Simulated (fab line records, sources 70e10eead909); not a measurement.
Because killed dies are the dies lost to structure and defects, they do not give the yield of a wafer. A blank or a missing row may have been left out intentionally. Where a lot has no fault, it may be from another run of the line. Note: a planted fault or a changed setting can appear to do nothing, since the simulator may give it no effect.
fab line records :: flow nandHarc
record
  lots=13
  wafers=39
  lastDay=33
route steps=1302 shown P_M0@272 P_M1@290 END@1302
lots that met no fault: taken from a fault-free run of the same line
startH: start of the lot's first displayed wafer, in hours after the record's first day :: waitH: hours since the lot's step before :: " identical to the entry in the row above :: L1.1+2: a row that stands for several wafers :: - either no value or no given start :: * or withheld: withheld :: < > ~ a bound
route shown NAME@n: NAME is a module with steps in the file, n the number in the route of the first one :: usual: the fault-free wafers' mean and standard deviation :: same: alike in all rows :: chamber/n: place in a boat :: sites: readings site by site :: _std_site: standard deviation of those values :: _edge_site: inner sites' mean taken away from outer sites' mean :: radiusMm: how far each site lies from the wafer's centre :: mask NAME#n: copy n :: behind: the most recent tool/chamber to have shaped the wafer :: hold: the reason the lot was held/the length of the hold in hours/how it ended :: device: which transistor (n, p or np) failed to switch :: end of line: the route-end tests of the same wafers :: a step given without rows: its recipe and nothing more :: killed: count of dies lost to structure and defects at first sort (not the wafer's yield) :: map: dies across one wafer; x = killed, . = not, _ = none there
set.NAME: the run value of the setting; set.NAME@STEP: its run value at that earlier step :: model.NAME: the simulator's own value behind a step, which no gauge read
steps of the route over a sample of lots; a table a step, a row a wafer
services: a tool's chamber out of use, with start hour (startH, from the record's first day; less than 0 if before it), hours out, and reason
## steps
# step NHARC_P_M0_DEGAS_28
# recipe
  tempC=250
  timeS=60
# usual
  heaterPowerW=329/34
lot.wafer: L438.1
tool: pvdSputter-02
chamber: -
startH: 121.85
waitH: -
heaterPowerW: 300

lot.wafer: L438.2
tool: pvdSputter-02
chamber: -
startH: 121.85
waitH: -
heaterPowerW: 284

lot.wafer: L438.5
tool: pvdSputter-02
chamber: -
startH: 121.85
waitH: -
heaterPowerW: 344

lot.wafer: L439.3
tool: pvdSputter-01
chamber: -
startH: 134.92
waitH: -
heaterPowerW: 296

lot.wafer: L439.2
tool: pvdSputter-01
chamber: -
startH: 134.92
waitH: -
heaterPowerW: 350

lot.wafer: L439.5
tool: pvdSputter-01
chamber: -
startH: 134.92
waitH: -
heaterPowerW: 292

lot.wafer: L446.3
tool: pvdSputter-01
chamber: -
startH: 202.99
waitH: -
heaterPowerW: 354

lot.wafer: L446.1
tool: pvdSputter-01
chamber: -
startH: 202.99
waitH: -
heaterPowerW: 301

lot.wafer: L446.6
tool: pvdSputter-01
chamber: -
startH: 202.99
waitH: -
heaterPowerW: 337

lot.wafer: L448.2
tool: pvdSputter-03
chamber: -
startH: 230.87
waitH: -
heaterPowerW: 380

lot.wafer: L448.5
tool: pvdSputter-03
chamber: -
startH: 230.87
waitH: -
heaterPowerW: 387

lot.wafer: L448.6
tool: pvdSputter-03
chamber: -
startH: 230.87
waitH: -
heaterPowerW: 315

lot.wafer: L451.4
tool: pvdSputter-01
chamber: -
startH: 247.55
waitH: -
heaterPowerW: 342

lot.wafer: L451.5
tool: pvdSputter-01
chamber: -
startH: 247.55
waitH: -
heaterPowerW: 315

lot.wafer: L451.6
tool: pvdSputter-01
chamber: -
startH: 247.55
waitH: -
heaterPowerW: 328

lot.wafer: L452.2
tool: pvdSputter-03
chamber: -
startH: 268.08
waitH: -
heaterPowerW: 396

lot.wafer: L452.5
tool: pvdSputter-03
chamber: -
startH: 268.08
waitH: -
heaterPowerW: 376

lot.wafer: L452.6
tool: pvdSputter-03
chamber: -
startH: 268.08
waitH: -
heaterPowerW: 330

lot.wafer: L454.1
tool: pvdSputter-03
chamber: -
startH: 283.24
waitH: -
heaterPowerW: 323

lot.wafer: L454.4
tool: pvdSputter-03
chamber: -
startH: 283.24
waitH: -
heaterPowerW: 393

lot.wafer: L454.5
tool: pvdSputter-03
chamber: -
startH: 283.24
waitH: -
heaterPowerW: 312

lot.wafer: L455.2
tool: pvdSputter-01
chamber: -
startH: 291.15
waitH: -
heaterPowerW: 321

lot.wafer: L455.4
tool: pvdSputter-01
chamber: -
startH: 291.15
waitH: -
heaterPowerW: 331

lot.wafer: L455.5
tool: pvdSputter-01
chamber: -
startH: 291.15
waitH: -
heaterPowerW: 313

lot.wafer: L456.1
tool: pvdSputter-02
chamber: -
startH: 308.17
waitH: -
heaterPowerW: 280

lot.wafer: L456.5
tool: pvdSputter-02
chamber: -
startH: 308.17
waitH: -
heaterPowerW: 322

lot.wafer: L456.6
tool: pvdSputter-02
chamber: -
startH: 308.17
waitH: -
heaterPowerW: 309

lot.wafer: L457.2
tool: pvdSputter-02
chamber: -
startH: 309.05
waitH: -
heaterPowerW: 328

lot.wafer: L457.1
tool: pvdSputter-02
chamber: -
startH: 309.05
waitH: -
heaterPowerW: 311

lot.wafer: L457.5
tool: pvdSputter-02
chamber: -
startH: 309.05
waitH: -
heaterPowerW: 316

lot.wafer: L459.1
tool: pvdSputter-01
chamber: -
startH: 335.86
waitH: -
heaterPowerW: 319

lot.wafer: L459.2
tool: pvdSputter-01
chamber: -
startH: 335.86
waitH: -
heaterPowerW: 311

lot.wafer: L459.5
tool: pvdSputter-01
chamber: -
startH: 335.86
waitH: -
heaterPowerW: 333

lot.wafer: L460.3
tool: pvdSputter-03
chamber: -
startH: 344.85
waitH: -
heaterPowerW: 322

lot.wafer: L460.6
tool: pvdSputter-03
chamber: -
startH: 344.85
waitH: -
heaterPowerW: 402

lot.wafer: L460.5
tool: pvdSputter-03
chamber: -
startH: 344.85
waitH: -
heaterPowerW: 318

lot.wafer: L461.1
tool: pvdSputter-01
chamber: -
startH: 352.85
waitH: -
heaterPowerW: 309

lot.wafer: L461.3
tool: pvdSputter-01
chamber: -
startH: 352.85
waitH: -
heaterPowerW: 316

lot.wafer: L461.6
tool: pvdSputter-01
chamber: -
startH: 352.85
waitH: -
heaterPowerW: 307
# step NHARC_P_M1_SOFTBAKE_04
# recipe
  tempC=105
  timeS=55
# usual
  heaterPowerTotalW=188.45/0.15
lot.wafer: L438.1
tool: lithoTrack-04
chamber: 0
startH: 124
waitH: -
heaterPowerTotalW: 188.34

lot.wafer: L438.2
tool: lithoTrack-04
chamber: 0
startH: 124
waitH: -
heaterPowerTotalW: 188.41

lot.wafer: L438.5
tool: lithoTrack-04
chamber: 0
startH: 124
waitH: -
heaterPowerTotalW: 188.45

lot.wafer: L439.2
tool: lithoTrack-04
chamber: 0
startH: 137
waitH: -
heaterPowerTotalW: 188.70

lot.wafer: L439.3
tool: lithoTrack-04
chamber: 0
startH: 137
waitH: -
heaterPowerTotalW: 188.31

lot.wafer: L439.5
tool: lithoTrack-04
chamber: 0
startH: 137
waitH: -
heaterPowerTotalW: 188.38

lot.wafer: L446.1
tool: lithoTrack-06
chamber: 0
startH: 205
waitH: -
heaterPowerTotalW: 177.26

lot.wafer: L446.3
tool: lithoTrack-06
chamber: 0
startH: 205
waitH: -
heaterPowerTotalW: 177.23

lot.wafer: L446.6
tool: lithoTrack-06
chamber: 0
startH: 205
waitH: -
heaterPowerTotalW: 177.45

lot.wafer: L448.2
tool: lithoTrack-06
chamber: 0
startH: 233
waitH: -
heaterPowerTotalW: 177.50

lot.wafer: L448.5
tool: lithoTrack-06
chamber: 0
startH: 233
waitH: -
heaterPowerTotalW: 177.76

lot.wafer: L448.6
tool: lithoTrack-06
chamber: 0
startH: 233
waitH: -
heaterPowerTotalW: 177.58

lot.wafer: L451.4
tool: lithoTrack-01
chamber: 0
startH: 250
waitH: -
heaterPowerTotalW: 188.73

lot.wafer: L451.5
tool: lithoTrack-01
chamber: 0
startH: 250
waitH: -
heaterPowerTotalW: 188.39

lot.wafer: L451.6
tool: lithoTrack-01
chamber: 0
startH: 250
waitH: -
heaterPowerTotalW: 188.48

lot.wafer: L452.2
tool: lithoTrack-04
chamber: 0
startH: 270
waitH: -
heaterPowerTotalW: 188.32

lot.wafer: L452.5
tool: lithoTrack-04
chamber: 0
startH: 270
waitH: -
heaterPowerTotalW: 188.48

lot.wafer: L452.6
tool: lithoTrack-04
chamber: 0
startH: 270
waitH: -
heaterPowerTotalW: 188.49

lot.wafer: L454.1
tool: lithoTrack-04
chamber: 0
startH: 285
waitH: -
heaterPowerTotalW: 188.43

lot.wafer: L454.4
tool: lithoTrack-04
chamber: 0
startH: 285
waitH: -
heaterPowerTotalW: 188.46

lot.wafer: L454.5
tool: lithoTrack-04
chamber: 0
startH: 285
waitH: -
heaterPowerTotalW: 188.45

lot.wafer: L455.2
tool: lithoTrack-06
chamber: 0
startH: 293
waitH: -
heaterPowerTotalW: 188.24

lot.wafer: L455.4
tool: lithoTrack-06
chamber: 0
startH: 293
waitH: -
heaterPowerTotalW: 188.33

lot.wafer: L455.5
tool: lithoTrack-06
chamber: 0
startH: 293
waitH: -
heaterPowerTotalW: 188.35

lot.wafer: L456.1
tool: lithoTrack-01
chamber: 0
startH: 310
waitH: -
heaterPowerTotalW: 188.43

lot.wafer: L456.5
tool: lithoTrack-01
chamber: 0
startH: 310
waitH: -
heaterPowerTotalW: 188.65

lot.wafer: L456.6
tool: lithoTrack-01
chamber: 0
startH: 310
waitH: -
heaterPowerTotalW: 188.44

lot.wafer: L457.1
tool: lithoTrack-04
chamber: 0
startH: 311
waitH: -
heaterPowerTotalW: 188.35

lot.wafer: L457.2
tool: lithoTrack-04
chamber: 0
startH: 311
waitH: -
heaterPowerTotalW: 188.33

lot.wafer: L457.5
tool: lithoTrack-04
chamber: 0
startH: 311
waitH: -
heaterPowerTotalW: 188.36

lot.wafer: L459.1
tool: lithoTrack-04
chamber: 0
startH: 338
waitH: -
heaterPowerTotalW: 188.27

lot.wafer: L459.2
tool: lithoTrack-04
chamber: 0
startH: 338
waitH: -
heaterPowerTotalW: 188.71

lot.wafer: L459.5
tool: lithoTrack-04
chamber: 0
startH: 338
waitH: -
heaterPowerTotalW: 188.44

lot.wafer: L460.3
tool: lithoTrack-01
chamber: 0
startH: 347
waitH: -
heaterPowerTotalW: 188.32

lot.wafer: L460.5
tool: lithoTrack-01
chamber: 0
startH: 347
waitH: -
heaterPowerTotalW: 188.32

lot.wafer: L460.6
tool: lithoTrack-01
chamber: 0
startH: 347
waitH: -
heaterPowerTotalW: 188.62

lot.wafer: L461.1
tool: lithoTrack-04
chamber: 0
startH: 355
waitH: -
heaterPowerTotalW: 188.75

lot.wafer: L461.3
tool: lithoTrack-04
chamber: 0
startH: 355
waitH: -
heaterPowerTotalW: 188.31

lot.wafer: L461.6
tool: lithoTrack-04
chamber: 0
startH: 355
waitH: -
heaterPowerTotalW: 188.31
# step NHARC_P_M1_CD_MEAS_09
# recipe
  targetCdNm=130
  landingEnergyEv=500
# usual
  cdNm=130.0/0.67
lot.wafer: L438.1
tool: cdSem-03
chamber: 0
startH: 124.68
waitH: -
cdNm: 130.0

lot.wafer: L438.2
tool: cdSem-03
chamber: 0
startH: 124.68
waitH: -
cdNm: 130.5

lot.wafer: L438.5
tool: cdSem-03
chamber: 0
startH: 124.68
waitH: -
cdNm: 129.7

lot.wafer: L439.2
tool: cdSem-01
chamber: 0
startH: 137.93
waitH: -
cdNm: 130.9

lot.wafer: L439.3
tool: cdSem-01
chamber: 0
startH: 137.93
waitH: -
cdNm: 131.1

lot.wafer: L439.5
tool: cdSem-01
chamber: 0
startH: 137.93
waitH: -
cdNm: 130.5

lot.wafer: L446.1
tool: cdSem-02
chamber: 0
startH: 205.94
waitH: -
cdNm: 130.9

lot.wafer: L446.3
tool: cdSem-02
chamber: 0
startH: 205.94
waitH: -
cdNm: 130.3

lot.wafer: L446.6
tool: cdSem-02
chamber: 0
startH: 205.94
waitH: -
cdNm: 130.3

lot.wafer: L448.2
tool: cdSem-02
chamber: 0
startH: 233.81
waitH: -
cdNm: 131.0

lot.wafer: L448.5
tool: cdSem-02
chamber: 0
startH: 233.81
waitH: -
cdNm: 131.3

lot.wafer: L448.6
tool: cdSem-02
chamber: 0
startH: 233.81
waitH: -
cdNm: 131.4

lot.wafer: L451.4
tool: cdSem-01
chamber: 0
startH: 250.38
waitH: -
cdNm: 129.0

lot.wafer: L451.5
tool: cdSem-01
chamber: 0
startH: 250.38
waitH: -
cdNm: 129.9

lot.wafer: L451.6
tool: cdSem-01
chamber: 0
startH: 250.38
waitH: -
cdNm: 130.5

lot.wafer: L452.2
tool: cdSem-03
chamber: 0
startH: 271.00
waitH: -
cdNm: 129.1

lot.wafer: L452.5
tool: cdSem-03
chamber: 0
startH: 271.00
waitH: -
cdNm: 130.1

lot.wafer: L452.6
tool: cdSem-03
chamber: 0
startH: 271.00
waitH: -
cdNm: 130.1

lot.wafer: L454.1
tool: cdSem-01
chamber: 0
startH: 286.17
waitH: -
cdNm: 130.5

lot.wafer: L454.4
tool: cdSem-01
chamber: 0
startH: 286.17
waitH: -
cdNm: 130.0

lot.wafer: L454.5
tool: cdSem-01
chamber: 0
startH: 286.17
waitH: -
cdNm: 129.4

lot.wafer: L455.2
tool: cdSem-02
chamber: 0
startH: 294.18
waitH: -
cdNm: 128.4

lot.wafer: L455.4
tool: cdSem-02
chamber: 0
startH: 294.18
waitH: -
cdNm: 128.9

lot.wafer: L455.5
tool: cdSem-02
chamber: 0
startH: 294.18
waitH: -
cdNm: 128.8

lot.wafer: L456.1
tool: cdSem-03
chamber: 0
startH: 311.09
waitH: -
cdNm: 130.8

lot.wafer: L456.5
tool: cdSem-03
chamber: 0
startH: 311.09
waitH: -
cdNm: 130.1

lot.wafer: L456.6
tool: cdSem-03
chamber: 0
startH: 311.09
waitH: -
cdNm: 130.3

lot.wafer: L457.1
tool: cdSem-01
chamber: 0
startH: 312.02
waitH: -
cdNm: 130.8

lot.wafer: L457.2
tool: cdSem-01
chamber: 0
startH: 312.02
waitH: -
cdNm: 130.4

lot.wafer: L457.5
tool: cdSem-01
chamber: 0
startH: 312.02
waitH: -
cdNm: 130.5

lot.wafer: L459.1
tool: cdSem-01
chamber: 0
startH: 338.82
waitH: -
cdNm: 131.0

lot.wafer: L459.2
tool: cdSem-01
chamber: 0
startH: 338.82
waitH: -
cdNm: 131.0

lot.wafer: L459.5
tool: cdSem-01
chamber: 0
startH: 338.82
waitH: -
cdNm: 129.9

lot.wafer: L460.3
tool: cdSem-03
chamber: 0
startH: 347.80
waitH: -
cdNm: 130.8

lot.wafer: L460.5
tool: cdSem-03
chamber: 0
startH: 347.80
waitH: -
cdNm: 130.7

lot.wafer: L460.6
tool: cdSem-03
chamber: 0
startH: 347.80
waitH: -
cdNm: 130.7

lot.wafer: L461.1
tool: cdSem-02
chamber: 0
startH: 355.67
waitH: -
cdNm: 130.4

lot.wafer: L461.3
tool: cdSem-02
chamber: 0
startH: 355.67
waitH: -
cdNm: 131.6

lot.wafer: L461.6
tool: cdSem-02
chamber: 0
startH: 355.67
waitH: -
cdNm: 131.9
# step NHARC_P_M1_INSPECT_11
# usual
  rawDefectCount=4.3/2.4
lot.wafer: L438.1
tool: defectInspect-01
chamber: -
startH: 124.81
waitH: 0.0
rawDefectCount: 5

lot.wafer: L438.2
tool: defectInspect-01
chamber: -
startH: 124.81
waitH: 0.0
rawDefectCount: 0

lot.wafer: L438.5
tool: defectInspect-01
chamber: -
startH: 124.81
waitH: 0.0
rawDefectCount: 5

lot.wafer: L439.2
tool: defectInspect-02
chamber: -
startH: 138.05
waitH: 0.0
rawDefectCount: 4

lot.wafer: L439.3
tool: defectInspect-02
chamber: -
startH: 138.05
waitH: 0.0
rawDefectCount: 5

lot.wafer: L439.5
tool: defectInspect-02
chamber: -
startH: 138.05
waitH: 0.0
rawDefectCount: 8

lot.wafer: L446.1
tool: defectInspect-02
chamber: -
startH: 206.06
waitH: 0.0
rawDefectCount: 5

lot.wafer: L446.3
tool: defectInspect-02
chamber: -
startH: 206.06
waitH: 0.0
rawDefectCount: 2

lot.wafer: L446.6
tool: defectInspect-02
chamber: -
startH: 206.06
waitH: 0.0
rawDefectCount: 5

lot.wafer: L448.2
tool: defectInspect-01
chamber: -
startH: 233.93
waitH: 0.0
rawDefectCount: 5

lot.wafer: L448.5
tool: defectInspect-01
chamber: -
startH: 233.93
waitH: 0.0
rawDefectCount: 5

lot.wafer: L448.6
tool: defectInspect-01
chamber: -
startH: 233.93
waitH: 0.0
rawDefectCount: 5

lot.wafer: L451.4
tool: defectInspect-02
chamber: -
startH: 250.50
waitH: 0.0
rawDefectCount: 4

lot.wafer: L451.5
tool: defectInspect-02
chamber: -
startH: 250.50
waitH: 0.0
rawDefectCount: 4

lot.wafer: L451.6
tool: defectInspect-02
chamber: -
startH: 250.50
waitH: 0.0
rawDefectCount: 3

lot.wafer: L452.2
tool: defectInspect-02
chamber: -
startH: 271.12
waitH: 0.0
rawDefectCount: 7

lot.wafer: L452.5
tool: defectInspect-02
chamber: -
startH: 271.12
waitH: 0.0
rawDefectCount: 4

lot.wafer: L452.6
tool: defectInspect-02
chamber: -
startH: 271.12
waitH: 0.0
rawDefectCount: 4

lot.wafer: L454.1
tool: defectInspect-02
chamber: -
startH: 286.30
waitH: 0.0
rawDefectCount: 4

lot.wafer: L454.4
tool: defectInspect-02
chamber: -
startH: 286.30
waitH: 0.0
rawDefectCount: 3

lot.wafer: L454.5
tool: defectInspect-02
chamber: -
startH: 286.30
waitH: 0.0
rawDefectCount: 5

lot.wafer: L455.2
tool: defectInspect-02
chamber: -
startH: 294.30
waitH: 0.0
rawDefectCount: 4

lot.wafer: L455.4
tool: defectInspect-02
chamber: -
startH: 294.30
waitH: 0.0
rawDefectCount: 3

lot.wafer: L455.5
tool: defectInspect-02
chamber: -
startH: 294.30
waitH: 0.0
rawDefectCount: 5

lot.wafer: L456.1
tool: defectInspect-01
chamber: -
startH: 311.22
waitH: 0.0
rawDefectCount: 3

lot.wafer: L456.5
tool: defectInspect-01
chamber: -
startH: 311.22
waitH: 0.0
rawDefectCount: 4

lot.wafer: L456.6
tool: defectInspect-01
chamber: -
startH: 311.22
waitH: 0.0
rawDefectCount: 2

lot.wafer: L457.1
tool: defectInspect-02
chamber: -
startH: 312.14
waitH: 0.0
rawDefectCount: 3

lot.wafer: L457.2
tool: defectInspect-02
chamber: -
startH: 312.14
waitH: 0.0
rawDefectCount: 7

lot.wafer: L457.5
tool: defectInspect-02
chamber: -
startH: 312.14
waitH: 0.0
rawDefectCount: 8

lot.wafer: L459.1
tool: defectInspect-01
chamber: -
startH: 338.94
waitH: 0.0
rawDefectCount: 2

lot.wafer: L459.2
tool: defectInspect-01
chamber: -
startH: 338.94
waitH: 0.0
rawDefectCount: 4

lot.wafer: L459.5
tool: defectInspect-01
chamber: -
startH: 338.94
waitH: 0.0
rawDefectCount: 7

lot.wafer: L460.3
tool: defectInspect-02
chamber: -
startH: 347.92
waitH: 0.0
rawDefectCount: 8

lot.wafer: L460.5
tool: defectInspect-02
chamber: -
startH: 347.92
waitH: 0.0
rawDefectCount: 8

lot.wafer: L460.6
tool: defectInspect-02
chamber: -
startH: 347.92
waitH: 0.0
rawDefectCount: 9

lot.wafer: L461.1
tool: defectInspect-02
chamber: -
startH: 355.79
waitH: 0.0
rawDefectCount: 5

lot.wafer: L461.3
tool: defectInspect-02
chamber: -
startH: 355.79
waitH: 0.0
rawDefectCount: 3

lot.wafer: L461.6
tool: defectInspect-02
chamber: -
startH: 355.79
waitH: 0.0
rawDefectCount: 2
# step NHARC_END_SORT_01
# recipe
  tempC=25
# usual
  defectLimitedYield=91.6/2.8
  killedAtArray=53/19
  killedAtOther=0.8/1.2
  killedAtPeriphery=3.7/2.3
  killedDies=57/19
  killedOpen=3.2/1.7
  killedShort=2.6/1.8
  sort_bin_2_pct=3.0/1.2
  sort_bin_3_pct=0.7/0.4
  sort_bin_4_pct=4.8/1.5
  sortNPass=620/19
  sortRimYieldPct=90/4.8
  sortYieldPct=91.6/2.8
# same
  grossDies=677
  sort_bin_5_pct[%]=0
  sort_bin_6_pct[%]=0
  sort_bin_7_pct[%]=0
  sort_bin_8_pct[%]=0
  sortRimNGross=106.00
lot.wafer: L454.1
tool: prober-01
chamber: 0
startH: 716.64
waitH: 2.5
defectLimitedYield[%]: 91.9
killedAtArray: 51
killedAtOther: 1
killedAtPeriphery: 3
killedDies: 55
killedOpen: 3
killedShort: 1
sort_bin_2_pct[%]: 2.8
sort_bin_3_pct[%]: 1.0
sort_bin_4_pct[%]: 4.3
sortNPass: 622
sortRimYieldPct[%]: 89
sortYieldPct[%]: 91.9

lot.wafer: L454.4
tool: prober-01
chamber: 0
startH: 719.04
waitH: 3.4
defectLimitedYield[%]: 90.5
killedAtArray: 59
killedAtOther: 2
killedAtPeriphery: 3
killedDies: 64
killedOpen: 2
killedShort: 1
sort_bin_2_pct[%]: 3.4
sort_bin_3_pct[%]: 0.1
sort_bin_4_pct[%]: 5.9
sortNPass: 613
sortRimYieldPct[%]: 91
sortYieldPct[%]: 90.5

lot.wafer: L454.5
tool: prober-01
chamber: 0
startH: 719.85
waitH: 3.7
defectLimitedYield[%]: 90.3
killedAtArray: 62
killedAtOther: 0
killedAtPeriphery: 4
killedDies: 66
killedOpen: 3
killedShort: 5
sort_bin_2_pct[%]: 4.1
sort_bin_3_pct[%]: 0.4
sort_bin_4_pct[%]: 5.2
sortNPass: 611
sortRimYieldPct[%]: 93
sortYieldPct[%]: 90.3
# killed by level:class
L454.1 A_SLIT:chamberFilmFlake=22 A_CHANNEL_HOLE_D2:chamberFilmFlake=17 A_CONTACT:chamberFilmFlake=3 A_M0:chamberFilmFlake=2 P_CONTACT:geometricParticle:open=1 A_ONON_D1:geometricParticle:open=1 A_CHANNEL_FILL_D2:geometricParticle:open=1 A_WL_FILL:geometricParticle:short=1
L454.4 A_SLIT:chamberFilmFlake=34 A_CHANNEL_HOLE_D2:chamberFilmFlake=13 P_STI:chamberFilmFlake=2 THIN_TSV:chamberFilmFlake=2 A_CHANNEL_HOLE_D1:chamberFilmFlake=2 A_STAIRCASE:chamberFilmFlake=2 A_CONTACT:chamberFilmFlake=2 A_ONON_D1:geometricParticle:short=1
L454.5 A_SLIT:chamberFilmFlake=33 A_CHANNEL_HOLE_D2:chamberFilmFlake=11 A_SGD_CUT:geometricParticle:short=2 A_CHANNEL_HOLE_D1:chamberFilmFlake=2 A_DECK1_JOINT:chamberFilmFlake=2 A_CHANNEL_FILL_D2:chamberFilmFlake=2 A_STAIRCASE:chamberFilmFlake=2 A_CONTACT:chamberFilmFlake=2
## services
tool: pvdSputter-02
chamber: -
startH: 104.00
hours: 10.0
kind: pm

tool: lithoTrack-01
chamber: -
startH: 155.00
hours: 7.0
kind: pm

tool: pvdSputter-03
chamber: -
startH: 170.18
hours: 10.0
kind: pm

tool: lithoTrack-06
chamber: -
startH: 179.00
hours: 7.0
kind: pm

tool: lithoTrack-04
chamber: -
startH: 203.01
hours: 7.0
kind: pm

tool: lithoTrack-01
chamber: -
startH: 203.48
hours: -
kind: consumableReplace:filter

tool: pvdSputter-01
chamber: -
startH: 226.00
hours: 10.0
kind: pm

tool: pvdSputter-01
chamber: -
startH: 272.83
hours: 5.4
kind: repair

tool: pvdSputter-02
chamber: -
startH: 282.00
hours: 10.0
kind: pm

tool: lithoTrack-01
chamber: -
startH: 285.75
hours: -
kind: consumableReplace:filter

tool: lithoTrack-01
chamber: -
startH: 330.00
hours: 7.0
kind: pm

tool: pvdSputter-03
chamber: -
startH: 348.18
hours: 10.0
kind: pm

tool: lithoTrack-04
chamber: -
startH: 353.76
hours: -
kind: consumableReplace:filter

tool: lithoTrack-06
chamber: -
startH: 354.00
hours: 7.0
kind: pm
## key
firstSign
  step=NHARC_P_M1_SOFTBAKE_04
  reading=heaterPowerTotalW
  direction=down
  sigmas=74
  usual=*
  struck=*
effect none on later readings
metAt NHARC_P_M1_SOFTBAKE_04
struckLots L446,L448
notActingAt NHARC_P_M0_DEGAS_28,NHARC_P_M1_CD_MEAS_09,NHARC_P_M1_INSPECT_11
fault
  kind=processParameterDrift
  tool=lithoTrack-06
  chamber=-
  onsetH=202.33
  steps=NHARC_P_M1_SOFTBAKE_04
  channel=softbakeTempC
  offset=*
  shape=step
  endH=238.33
  actsIn=*
  stated=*
